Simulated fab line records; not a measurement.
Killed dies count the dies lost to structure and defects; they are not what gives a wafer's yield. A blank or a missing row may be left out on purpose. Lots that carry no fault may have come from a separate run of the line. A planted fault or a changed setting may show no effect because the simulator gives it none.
Lot-split experiment ; flow n5_finfet ; 39 wafers read across 7 lots, on a route 1938 steps long

== ON THE SPLIT ==
At N5_MOL_CONTACT_COAG_ETCH_124 (etches SiNx in CH3F/O2, stops on SiOC, target depth 6.5 nm), the setting target_depth_a was moved away from the recipe's 65 angstrom on 15 of the 39 wafers read, by -57.0% to +45.4%. The other wafers ran this setting at the recipe's value.

Between the split and the reading, the file records no step.

== THE READING ==
SOC_of_MOL_CONTACT_COAG_COAT_62.thk_nm (the simulator's own value, which no gauge read), in nm, at N5_MOL_CONTACT_COAG_ETCH_48 (etches SiOC in C4F6/O2, target depth 15 nm, overetch 4.5 nm, time 17 s). There is no usual value for it anywhere in the file. Here, 24 wafers ran the recipe; their average is 45.9 nm with a standard deviation of 0.33 nm.

wafer;tool, chamber at the split;target_depth_a as run, angstrom;against the recipe;SOC_of_MOL_CONTACT_COAG_COAT_62.thk_nm, nm;against lot-mates on the recipe
L075.1;rie_diel-06, 1;65;recipe;45.6;-
L075.5;rie_diel-06, 0;65;recipe;45.6;-
L075.2;rie_diel-06, 2;65;recipe;45.8;-
L075.3;rie_diel-06, 0;65;recipe;45.8;-
L075.4;rie_diel-06, 3;65;recipe;45.8;-
L075.6;rie_diel-06, 3;65;recipe;46;-
L077.1;rie_diel-05, 2;65;recipe;46.2;-
L077.2;rie_diel-05, 0;65;recipe;45.6;-
L077.5;rie_diel-05, 2;65;recipe;46;-
L081.1;rie_diel-06, 2;65;recipe;45.8;-
L081.2;rie_diel-06, 0;52.33;-19.5%;46;+0.2
L081.6;rie_diel-06, 1;52.33;-19.5%;46;+0.2
L081.3;rie_diel-06, 1;65;recipe;45.4;-
L081.4;rie_diel-06, 3;65;recipe;46.2;-
L081.5;rie_diel-06, 2;52.33;-19.5%;46.2;+0.4
L082.1;rie_diel-01, 2;27.98;-57.0%;47.4;+1.5
L082.2;rie_diel-01, 0;65;recipe;45.6;-
L082.5;rie_diel-01, 2;65;recipe;45.6;-
L082.3;rie_diel-01, 3;65;recipe;46.4;-
L082.4;rie_diel-01, 1;27.98;-57.0%;47.6;+1.7
L082.6;rie_diel-01, 1;27.98;-57.0%;47.8;+1.9
L085.1;rie_diel-01, 2;48.93;-24.7%;46.6;+0.5
L085.2;rie_diel-01, 0;48.93;-24.7%;46.4;+0.3
L085.6;rie_diel-01, 0;48.93;-24.7%;46.4;+0.3
L085.3;rie_diel-01, 3;65;recipe;46.4;-
L085.4;rie_diel-01, 2;65;recipe;45.4;-
L085.5;rie_diel-01, 3;65;recipe;46.6;-
L087.1;rie_diel-06, 3;34.91;-46.3%;47.4;+1.5
L087.5;rie_diel-06, 2;34.91;-46.3%;47.4;+1.5
L087.6;rie_diel-06, 3;34.91;-46.3%;47.4;+1.5
L087.2;rie_diel-06, 1;65;recipe;45.8;-
L087.3;rie_diel-06, 2;65;recipe;46;-
L087.4;rie_diel-06, 0;65;recipe;46;-
L093.1;rie_diel-05, 0;94.53;+45.4%;44.4;-1.3
L093.2;rie_diel-05, 1;65;recipe;46;-
L093.3;rie_diel-05, 3;65;recipe;46;-
L093.4;rie_diel-05, 1;94.53;+45.4%;44.6;-1.1
L093.5;rie_diel-05, 3;94.53;+45.4%;44.6;-1.1
L093.6;rie_diel-05, 0;65;recipe;45.2;-

FIT RESULTS
A straight line over all 39 wafers: SOC_of_MOL_CONTACT_COAG_COAT_62.thk_nm changes by -0.0298 nm for each +1% of target_depth_a; r = -0.93; the points scatter about the line by 0.3 nm.
The same after taking each lot's own level away (the mean of its wafers on the recipe; 39 wafers): -0.028 nm for each +1%; r = -0.92; scatter 0.3 nm.
Per that fit: largest target_depth_a move, reading shift of 1.6 nm.
The span of the lots' own levels, 45.73 to 46.13 nm, comes to 1.2 times the standard deviation stated above.
The two slopes agree, so the slope changes little with the lot-to-lot level.
Check: for one of the wafers moved furthest among these (-57.0%), held out of the fit, the line's prediction against its lot-mates is +1.58 nm. It came out at +1.53 nm against them.

== THE OTHER SPLITS THESE WAFERS WENT THROUGH ==
Other splits were also applied to these wafers ahead of the reading. Each is held against what the fit with the lots' levels taken away leaves over:
other split on the same wafers;wafers away from the commonest value;r with SOC_of_MOL_CONTACT_COAG_COAT_62.thk_nm (lot level and that fit taken away)
N5_ZERO_LAYER_DEVELOP_10 develop_time_s;12;-0.02
N5_FIN_CUT_CUT_ETCH_26 target_depth_a;12;-0.11
N5_SPACER0_ALD_08 target_thk_a;15;-0.04
N5_HKMG_FIN_CVD_62 time_s;18;-0.02

== THE WHOLE CHAIN: every reading that the file lists as answering this split, in the file's order ==
step;what it does;reading;change (the file's fit);r (the file's)
N5_MOL_CONTACT_COAG_ETCH_124;etches SiNx in CH3F/O2, stops on SiOC, target depth 6.5 nm;etch.depth_nm (the simulator's own value, which no gauge read);not straight: 2.812 at the lowest setting, 5 at the recipe, 4.988 at the highest;not given
N5_MOL_CONTACT_COAG_ETCH_124;etches SiNx in CH3F/O2, stops on SiOC, target depth 6.5 nm;SOC_of_MOL_CONTACT_COAG_COAT_62.thk_nm (the simulator's own value, which no gauge read);-0.0294 nm for each +1% of the setting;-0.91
N5_MOL_CONTACT_COAG_ETCH_48;etches SiOC in C4F6/O2, target depth 15 nm, overetch 4.5 nm, time 17 s;SOC_of_MOL_CONTACT_COAG_COAT_62.thk_nm (the simulator's own value, which no gauge read);-0.0278 nm for each +1% of the setting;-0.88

== FILE'S OWN FIT ==
SOC_of_MOL_CONTACT_COAG_COAT_62.thk_nm changes by -0.0278 nm for each +1% of target_depth_a, r = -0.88.
